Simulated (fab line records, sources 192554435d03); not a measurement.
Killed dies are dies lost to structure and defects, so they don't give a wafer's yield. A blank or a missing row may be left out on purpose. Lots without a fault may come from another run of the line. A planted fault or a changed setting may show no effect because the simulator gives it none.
One fault seen from 2 desks | flow n5_finfet | each desk has only its own numbers; what lay behind them comes last

THE METROLOGY DESK
What the gauges read, lot by lot, whatever tool the lot ran on: means of the sampled wafers that have a number. A lot is out of limits, marked OUT, if its mean lies more than 4 standard deviations from the usual mean; the brackets give that distance.
Columns: A = cd_nm at N5_PASSIVATION_CD_MEAS_10, usual 3000.8 nm
lot  | first seen here | A
L898 | day 11 18:13    | 3002.4
L899 | day 12 14:05    | 3000.1
L906 | day 13 23:09    | 3001.0
L908 | day 14 01:55    | 3003.3
L909 | day 14 17:02    | 2998.8
L911 | day 15 02:28    | 2999.6
L910 | day 15 04:26    | 3001.8
L916 | day 16 18:52    | 3000.5
L918 | day 17 06:55    | 3000.0
L921 | day 17 19:49    | 3002.5
L920 | day 17 22:58    | 3001.5
This desk's finding: nothing out of limits on any of the 11 lots.

THE TOOL OWNER'S DESK: pvd_sputter-01
The tool's own readings at N5_BEOL_M14_PRE_CLEAN_42 (time 30 s): means of the sampled wafers that have a number, for each lot that ran on this tool. A lot is out of limits, marked OUT, if its mean lies more than 4 standard deviations from the usual mean; the brackets give that distance.
Columns: A = heater_power_w at N5_BEOL_M14_PRE_CLEAN_42, usual 438 W
lot  | first seen here | A
L898 | day 11 00:32    | 445
L906 | day 13 04:38    | 450
L909 | day 14 00:31    | 450
This desk's finding: nothing out of limits on any of the 3 lots.

PUT TOGETHER
The metrology desk saw nothing out of limits.
The tool owner's desk saw nothing out of limits.

WHAT THE SIMULATOR HAD PUT IN
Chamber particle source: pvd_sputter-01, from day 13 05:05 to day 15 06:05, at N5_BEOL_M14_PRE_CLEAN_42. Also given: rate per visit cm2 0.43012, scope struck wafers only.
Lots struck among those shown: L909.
